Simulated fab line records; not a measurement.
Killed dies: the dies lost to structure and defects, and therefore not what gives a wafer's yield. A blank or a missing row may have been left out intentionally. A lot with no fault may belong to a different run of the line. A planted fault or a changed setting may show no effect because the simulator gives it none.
2 desks looking at one fault -- flow n5_finfet -- what lay behind the numbers comes last; until then each desk has only its own

== FROM THE METROLOGY DESK ==
Means of the sampled wafers that have a number, per lot and without regard to the tool the lot ran on: this is what the gauges read. A lot is out of limits, marked OUT, if its mean lies more than 4 standard deviations from the usual mean; the brackets give that distance.
Columns: A = M6_RS at N5_BEOL_M6_RS_MEAS_57, usual 0.284 ohm/sq
lot,first seen here,A
L302,day 8 22:18,0.281
L304,day 9 07:41,0.292
L307,day 10 03:22,0.286
L308,day 10 03:47,0.279
L309,day 10 11:25,0.288
L310,day 10 14:59,0.292
L318,day 12 12:46,0.299
L319,day 12 22:56,0.286
L322,day 13 21:38,0.286
L323,day 13 22:51,0.283
L324,day 14 09:08,0.280
L325,day 14 14:30,0.286
This desk found nothing out of limits on any of the 12 lots.

== DESK OF THE TOOL OWNER: litho_track-04 ==
The tool's own readings at N5_BEOL_M7_COAT_60 (time 60 s, resist thk 35 nm): means of the sampled wafers that have a number, for each lot that ran on this tool. A lot is out of limits, marked OUT, if its mean lies more than 4 standard deviations from the usual mean; the brackets give that distance.
Columns: A = spin_speed_rpm at N5_BEOL_M7_COAT_60, usual 1500.1 rpm
lot,first seen here,A
L304,day 9 09:22,1500.4
L307,day 10 05:04,1500.5
L309,day 10 13:26,1500.9
L318,day 12 14:07,1442.6 (-71) OUT
L319,day 13 00:16,1443.3 (-70) OUT
Finding of this desk: L318, L319 out of limits; the first was L318 at day 12 14:07, on spin_speed_rpm at N5_BEOL_M7_COAT_60. L304, L307, L309: within limits.

== ALL TOGETHER ==
The tool owner's desk could have raised an alarm at day 12 14:07, on L318, L319.
At the metrology desk, nothing out of limits was observed.
The metrology desk holds a record of L318, L319, inside its limits.
All the named lots went through N5_BEOL_M7_COAT_60 on litho_track-04.

== WHAT THE SIMULATOR HAD INSERTED ==
Drift in process parameters on litho_track-04 at N5_BEOL_M7_COAT_60, starting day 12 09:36. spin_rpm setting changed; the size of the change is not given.
Shown lots that were struck: L318, L319.
Time in hours from fault onset to the first out-of-limits reading at each desk: the tool owner's desk, 5.
